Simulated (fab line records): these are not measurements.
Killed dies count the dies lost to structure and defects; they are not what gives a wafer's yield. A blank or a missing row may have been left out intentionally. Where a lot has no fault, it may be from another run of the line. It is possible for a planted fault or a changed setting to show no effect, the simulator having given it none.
Chamber matching + flow n5Finfet + 3 sister chambers for N5_BEOL_M9_ILD_DEP_00 on pecvd-01
The step deposits SiCOH lowk from DEMS/porogen, target thk 308.51 nm, time 58 s. 18 wafers are shown with their chamber, then 9 later ones without.

EACH WAFER AND ITS CHAMBER
| wafer  | chamber | throttleValvePct (%) | heaterPowerW (W) | showerheadPlenumPTorr (Torr) |
|--------|---------|----------------------|------------------|------------------------------|
| L074.1 | 0       | 13.3                 | 238              | 5.752                        |
| L074.2 | 2       | 14.7                 | 211              | 5.739                        |
| L074.3 | 1       | 14.7                 | 238              | 5.742                        |
| L074.4 | 1       | 15.0                 | 251              | 5.746                        |
| L074.5 | 2       | 14.6                 | 213              | 5.733                        |
| L074.6 | 0       | 12.9                 | 242              | 5.727                        |
| L075.1 | 1       | 15.1                 | 233              | 5.742                        |
| L075.4 | 1       | 15.3                 | 247              | 5.731                        |
| L075.5 | 0       | 13.2                 | 216              | 5.738                        |
| L078.2 | 1       | 14.9                 | 285              | 5.748                        |
| L078.5 | 1       | 14.7                 | 221              | 5.721                        |
| L078.6 | 2       | 15.2                 | 231              | 5.736                        |
| L084.1 | 2       | 14.7                 | 241              | 5.750                        |
| L084.2 | 1       | 14.8                 | 265              | 5.752                        |
| L084.5 | 1       | 14.8                 | 275              | 5.751                        |
| L088.1 | 1       | 14.8                 | 228              | 5.744                        |
| L088.2 | 0       | 12.9                 | 258              | 5.731                        |
| L088.5 | 1       | 15.1                 | 239              | 5.739                        |

SIGNATURES (means of the wafers above)
| reading               | chamber 0 | chamber 1 | chamber 2 | scatter within a chamber |
|-----------------------|-----------|-----------|-----------|--------------------------|
| throttleValvePct      | 13.075    | 14.920    | 14.800    | 0.217                    |
| heaterPowerW          | 238.50    | 248.20    | 224.00    | 19.1                     |
| showerheadPlenumPTorr | 5.73700   | 5.74160   | 5.73950   | 0.00943                  |
Rule: for each reading, subtract the chamber's mean from the wafer's reading, divide by that reading's scatter and square the result; add these up over the readings and take the root, which gives the wafer's distance from the chamber. The wafer belongs to the nearest chamber; if the next one is less than 2 further off, it can't be placed. The scatter: the root of (the sum of the squares of (reading less its chamber's mean) over the shown wafers, divided by (wafers less chambers)).

WAFERS WITH NO CHAMBER GIVEN
| wafer  | throttleValvePct (%) | heaterPowerW (W) | showerheadPlenumPTorr (Torr) |
|--------|----------------------|------------------|------------------------------|
| L090.1 | 14.9                 | 233              | 5.743                        |
| L090.4 | 14.7                 | 241              | 5.723                        |
| L090.5 | 13.3                 | 226              | 5.751                        |
| L091.1 | 15.1                 | 226              | 5.722                        |
| L091.2 | 14.9                 | 243              | 5.760                        |
| L091.3 | 13.1                 | 227              | 5.748                        |
| L091.4 | 13.2                 | 237              | 5.732                        |
| L091.5 | 15.1                 | 236              | 5.740                        |
| L091.6 | 14.9                 | 237              | 5.742                        |

EACH ONE'S CHAMBER
| wafer  | from the rows above     | in truth |
|--------|-------------------------|----------|
| L090.1 | can't be placed: 2 or 1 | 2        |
| L090.4 | can't be placed: 2 or 1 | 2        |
| L090.5 | 0                       | 0        |
| L091.1 | can't be placed: 2 or 1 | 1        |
| L091.2 | can't be placed: 1 or 2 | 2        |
| L091.3 | 0                       | 0        |
| L091.4 | 0                       | 0        |
| L091.5 | can't be placed: 1 or 2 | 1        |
| L091.6 | can't be placed: 1 or 2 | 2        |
Correctly placed: 3 of 9. From these rows, 6 cannot be placed; in 6 the true chamber is one of the candidates. Wrongly placed: 0.
